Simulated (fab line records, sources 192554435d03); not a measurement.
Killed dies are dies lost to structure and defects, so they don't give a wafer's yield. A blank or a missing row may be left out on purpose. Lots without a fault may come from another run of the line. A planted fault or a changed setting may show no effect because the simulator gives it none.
Chamber matching | flow n5_finfet | N5_BEOL_M5_PECVD_70 on pecvd-03: 3 sister chambers
The step deposits SiO2 from TEOS/O2, target thk 16 nm, time 18 s. 14 wafers are shown with their chamber, then 7 later ones without.

WAFERS WITH THEIR CHAMBER
wafer  | chamber | throttle_valve_pct (%) | showerhead_plenum_p_Torr (Torr) | heater_power_w (W)
L081.2 | 1       | 24.3                   | 8.73                            | 744
L081.4 | 0       | 19.9                   | 8.66                            | 668
L081.5 | 1       | 24.6                   | 8.74                            | 732
L083.1 | 1       | 24.5                   | 8.72                            | 633
L083.3 | 0       | 20.2                   | 8.64                            | 786
L083.4 | 1       | 24.2                   | 8.74                            | 649
L085.3 | 0       | 20.0                   | 8.63                            | 781
L085.5 | 1       | 24.9                   | 8.73                            | 602
L085.6 | 2       | 18.8                   | 8.74                            | 641
L091.1 | 2       | 19.0                   | 8.75                            | 663
L091.5 | 2       | 18.9                   | 8.79                            | 662
L091.6 | 1       | 24.4                   | 8.72                            | 735
L094.1 | 2       | 18.9                   | 8.75                            | 664
L094.2 | 1       | 24.6                   | 8.71                            | 730

SIGNATURES (means of the wafers above)
reading                  | chamber 0 | chamber 1 | chamber 2 | scatter within a chamber
throttle_valve_pct       | 20.033    | 24.500    | 18.900    | 0.187
showerhead_plenum_p_Torr | 8.6433    | 8.7271    | 8.7575    | 0.0156
heater_power_w           | 745.00    | 689.29    | 657.50    | 52.4
Rule: a wafer's distance from a chamber is the root of the sum, over the readings, of the square of ((its reading less the chamber's mean) divided by the reading's scatter). The wafer belongs to the nearest chamber; if the next one is less than 2 further off, it can't be placed. The scatter: the root of (the sum of the squares of (reading less its chamber's mean) over the shown wafers, divided by (wafers less chambers)).

WAFERS WITHOUT THEIR CHAMBER
wafer  | throttle_valve_pct (%) | showerhead_plenum_p_Torr (Torr) | heater_power_w (W)
L094.4 | 18.8                   | 8.75                            | 670
L095.1 | 24.4                   | 8.74                            | 618
L095.3 | 20.3                   | 8.65                            | 761
L095.4 | 24.4                   | 8.70                            | 631
L097.3 | 18.9                   | 8.75                            | 697
L097.5 | 19.1                   | 8.74                            | 721
L097.6 | 20.5                   | 8.65                            | 688

WHICH CHAMBER EACH WENT THROUGH
wafer  | from the rows above | in truth
L094.4 | 2                   | 2
L095.1 | 1                   | 1
L095.3 | 0                   | 0
L095.4 | 1                   | 1
L097.3 | 2                   | 2
L097.5 | 2                   | 2
L097.6 | 0                   | 0
Placed correctly: 7 of 7. Can't be placed from these rows: 0. Placed wrongly: 0.
